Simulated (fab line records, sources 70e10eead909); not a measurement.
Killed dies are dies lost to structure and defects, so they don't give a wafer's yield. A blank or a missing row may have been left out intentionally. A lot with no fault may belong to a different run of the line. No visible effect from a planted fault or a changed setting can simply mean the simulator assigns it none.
Which of the tools did it? / flow nand-harc / 6 lots with 18 wafers sampled at 4 steps, on a route of 1302 steps

WHAT EACH GAUGE READ, for each wafer
NHARC_END_SORT_01.
lot=L952; measured=day 25 17:53; on=prober-01; killed-at-periphery=7 8 5
lot=L959; measured=day 31 01:17; on=prober-02; killed-at-periphery=3 3 5
lot=L963; measured=day 32 17:01; on=prober-01; killed-at-periphery=600 607 608
lot=L966; measured=day 32 08:30; on=prober-02; killed-at-periphery=1 4 4
lot=L968; measured=day 33 07:53; on=prober-01; killed-at-periphery=1 2 0
lot=L971; measured=day 34 00:19; on=prober-02; killed-at-periphery=2 2 4

WHAT TOOL EACH LOT RAN ON (gives the tool, then ch and the chambers of the sampled wafers, and finally the start)
lot=L952; NHARC_P_ZERO_WELL_DESCUM_26=rie-diel-03 ch 1,3, day 3 04:48; NHARC_P_ZERO_WELL_DESCUM_39=rie-diel-04 ch 0,2, day 3 06:19; NHARC_P_ZERO_WELL_IMPLANT_61=implanter-01 ch 0, day 3 08:20
lot=L959; NHARC_P_ZERO_WELL_DESCUM_26=rie-diel-10 ch 0,1,3, day 6 02:38; NHARC_P_ZERO_WELL_DESCUM_39=rie-diel-03 ch 0,1,2, day 6 04:17; NHARC_P_ZERO_WELL_IMPLANT_61=implanter-02 ch 0, day 6 06:07
lot=L963; NHARC_P_ZERO_WELL_DESCUM_26=rie-diel-03 ch 0,2, day 7 18:30; NHARC_P_ZERO_WELL_DESCUM_39=rie-diel-04 ch 1,2,3, day 7 20:01; NHARC_P_ZERO_WELL_IMPLANT_61=implanter-01, day 7 21:52
lot=L966; NHARC_P_ZERO_WELL_DESCUM_26=rie-diel-03 ch 1,2,3, day 9 00:50; NHARC_P_ZERO_WELL_DESCUM_39=rie-diel-10 ch 0,1, day 9 02:32; NHARC_P_ZERO_WELL_IMPLANT_61=implanter-01 ch 0, day 9 04:30
lot=L968; NHARC_P_ZERO_WELL_DESCUM_26=rie-diel-03 ch 2,3, day 9 21:49; NHARC_P_ZERO_WELL_DESCUM_39=rie-diel-04 ch 2,3, day 9 23:29; NHARC_P_ZERO_WELL_IMPLANT_61=implanter-01 ch 0, day 10 01:20
lot=L971; NHARC_P_ZERO_WELL_DESCUM_26=rie-diel-04 ch 0,2,3, day 11 02:46; NHARC_P_ZERO_WELL_DESCUM_39=rie-diel-03 ch 1,2, day 11 04:24; NHARC_P_ZERO_WELL_IMPLANT_61=implanter-01 ch 0, day 11 06:43
- NHARC_P_ZERO_WELL_DESCUM_26: chemistry O2, time 3 s.
- NHARC_P_ZERO_WELL_DESCUM_39: chemistry O2, time 3 s.
- NHARC_P_ZERO_WELL_IMPLANT_61

THE ANSWER, worked out from the rows above alone
Rule: the lots themselves supply what counts as usual. Put in order of their means at a reading, lots are off if they are a third of the lots or fewer, leave a main group of 4 or more, and stand apart from it by a gap of 3 or more times the standard deviation of the main group's means; of several such gaps the widest counts. If all means in a main group match to the digits the tables above print for the reading, that group is not used. Also off: a lot with no number at a reading for which 4 or more lots have one. The other lots that the step has rows for count as sound.
Off, at NHARC_END_SORT_01 on killed-at-periphery: L963. For the main group the mean is 3.4 and the standard deviation 1.9.
If a tool, at a process step before that reading, ran all the lots that are off and no sound lot after the first of them, it fits. The gauges at NHARC_END_SORT_01 are tried like those tools. Not one of the candidates tried fits.

WHAT HAD BEEN PUT IN BY THE SIMULATOR
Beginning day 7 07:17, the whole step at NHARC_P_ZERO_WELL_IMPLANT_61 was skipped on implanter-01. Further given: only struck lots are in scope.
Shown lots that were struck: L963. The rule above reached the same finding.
